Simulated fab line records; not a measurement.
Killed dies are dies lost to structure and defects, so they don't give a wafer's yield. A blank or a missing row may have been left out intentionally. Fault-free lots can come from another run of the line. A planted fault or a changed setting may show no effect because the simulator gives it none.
Split-lot study    flow n5-finfet    21 wafers read across 7 lots, on a route 1938 steps long

## THE SPLIT
At N5_BEOL_M2_EXPOSE_08 (exposes mask M2), the setting dose-mj was moved away from the recipe's 41.25 on 8 of the 21 wafers read, by -5.5% to +5.0%. The other wafers ran this setting at the recipe's value.

## FROM THE SPLIT TO THE READING: what the file shows between them, 17 steps
- N5_BEOL_M2_PEB_09: peb time 60 s
- N5_BEOL_M2_DEVELOP_10: develop time 30 s
- N5_BEOL_M2_CD_MEAS_11: target cd 16.79 nm
- N5_BEOL_M2_DESCUM_16: chemistry O2, time 7 s
- N5_BEOL_M2_ETCH_74: etches underlayer in N2/H2, target depth 6.5 nm, time 5.2 s
- N5_BEOL_M2_ETCH_63: etches SiARC in CF4, target depth 15.6 nm, time 26 s
- N5_BEOL_M2_ETCH_64: etches SOC in N2/H2, target depth 75 nm, overetch 22.5 nm, time 121.9 s
- N5_BEOL_M2_STRIP_65: strips in N2/H2
- N5_BEOL_M2_STRIP_75: strips in N2/H2
- N5_BEOL_M2_STRIP_66: strips in CF4
- N5_BEOL_M2_HM_OPEN_17: chemistry Cl2/BCl3, target TiN, target depth 20 nm, overetch 6 nm
- N5_BEOL_M2_STRIP_19: strips in O2
- N5_BEOL_M2_CD_MEAS_18: pitch 36 nm, target cd 18 nm
- N5_BEOL_M2_COAT_67: time 60 s, resist thk 60 nm
- N5_BEOL_M2_COAT_68: time 60 s, resist thk 12 nm
- N5_BEOL_M2_PRECLEAN_42: cleans in residue remover, time 60 s
- N5_BEOL_M2_SRD_43: time 30 s

## THE READING
cd-nm, in nm, at N5_BEOL_M2_CD_MEAS_35 (target cd 18 nm, target cd y 22.2 nm). On this fab line, fault-free wafers typically give 18.03 nm with a standard deviation of 0.27 nm.

wafer   tool, chamber at the split  dose-mj as run  against the recipe  cd-nm, nm  against lot-mates on the recipe
L074.3  euv-scanner-02, 0           41.25           recipe              17.90      -
L074.4  euv-scanner-02, 0           41.25           recipe              17.95      -
L074.5  euv-scanner-02, 0           41.25           recipe              17.76      -
L080.1  euv-scanner-01, 0           42.18           +2.3%               18.76      +1.00
L080.2  euv-scanner-01, 0           41.25           recipe              17.76      -
L080.3  euv-scanner-01, 0           42.18           +2.3%               18.33      +0.57
L083.1  euv-scanner-01, 0           41.25           recipe              18.04      -
L083.4  euv-scanner-01, 0           41.25           recipe              18.02      -
L083.6  euv-scanner-01, 0           41.25           recipe              17.67      -
L087.2  euv-scanner-02, 0           38.97           -5.5%               16.63      -1.35
L087.4  euv-scanner-02, 0           41.25           recipe              18.36      -
L087.6  euv-scanner-02, 0           41.25           recipe              17.60      -
L090.3  euv-scanner-01, 0           43.11           +4.5%               19.11      +1.23
L090.4  euv-scanner-01, 0           41.25           recipe              17.88      -
L090.6  euv-scanner-01, 0           43.11           +4.5%               19.13      +1.25
L091.1  euv-scanner-01, 0           43.32           +5.0%               18.86      +0.75
L091.5  euv-scanner-01, 0           41.25           recipe              18.05      -
L091.6  euv-scanner-01, 0           41.25           recipe              18.17      -
L094.1  euv-scanner-01, 0           40.27           -2.4%               17.43      -0.83
L094.3  euv-scanner-01, 0           41.25           recipe              18.26      -
L094.4  euv-scanner-01, 0           40.27           -2.4%               17.87      -0.39

FIT RESULTS
A straight line over all 21 wafers: cd-nm changes by +0.223 nm for each +1% of dose-mj; r = +0.92; the points scatter about the line by 0.23 nm.
The same after taking each lot's own level away (the mean of its wafers on the recipe; 21 wafers): +0.244 nm for each +1%; r = +0.94; scatter 0.23 nm.
That fit puts the effect of the largest move of dose-mj on the reading at 1.3 nm.
The span of the lots' own levels, 17.760 to 18.260 nm, comes to 1.9 times the standard deviation stated above.
The two slopes agree, so the slope changes little with the lot-to-lot level.
Check: for one of the wafers moved furthest among these (-5.5%), held out of the fit, the line's prediction against its lot-mates is -1.33 nm. Against them it came out at -1.35 nm.

## THE WHOLE CHAIN: every reading that the file lists as answering this split, in the file's order
step                   what it does                                                             reading                                                                change (the file's fit)                r (the file's)
N5_BEOL_M2_CD_MEAS_11  target cd 16.79 nm                                                       cd-nm                                                                  +0.232 nm for each +1% of the setting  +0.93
N5_BEOL_M2_ETCH_74     etches underlayer in N2/H2, target depth 6.5 nm, time 5.2 s              BEOL_M2.cd-offset-nm (the simulator's own value, which no gauge read)  +0.193 nm for each +1% of the setting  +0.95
N5_BEOL_M2_ETCH_63     etches SiARC in CF4, target depth 15.6 nm, time 26 s                     BEOL_M2.cd-offset-nm (the simulator's own value, which no gauge read)  +0.201 nm for each +1% of the setting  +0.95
N5_BEOL_M2_ETCH_64     etches SOC in N2/H2, target depth 75 nm, overetch 22.5 nm, time 121.9 s  BEOL_M2.cd-offset-nm (the simulator's own value, which no gauge read)  +0.222 nm for each +1% of the setting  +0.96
N5_BEOL_M2_HM_OPEN_17  chemistry Cl2/BCl3, target TiN, target depth 20 nm, overetch 6 nm        BEOL_M2.cd-offset-nm (the simulator's own value, which no gauge read)  +0.227 nm for each +1% of the setting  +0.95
N5_BEOL_M2_CD_MEAS_18  pitch 36 nm, target cd 18 nm                                             cd-nm                                                                  +0.264 nm for each +1% of the setting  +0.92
N5_BEOL_M2_CD_MEAS_35  target cd 18 nm, target cd y 22.2 nm                                     cd-nm                                                                  +0.232 nm for each +1% of the setting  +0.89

## FILE'S OWN FIT
cd-nm changes by +0.232 nm for each +1% of dose-mj, r = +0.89.
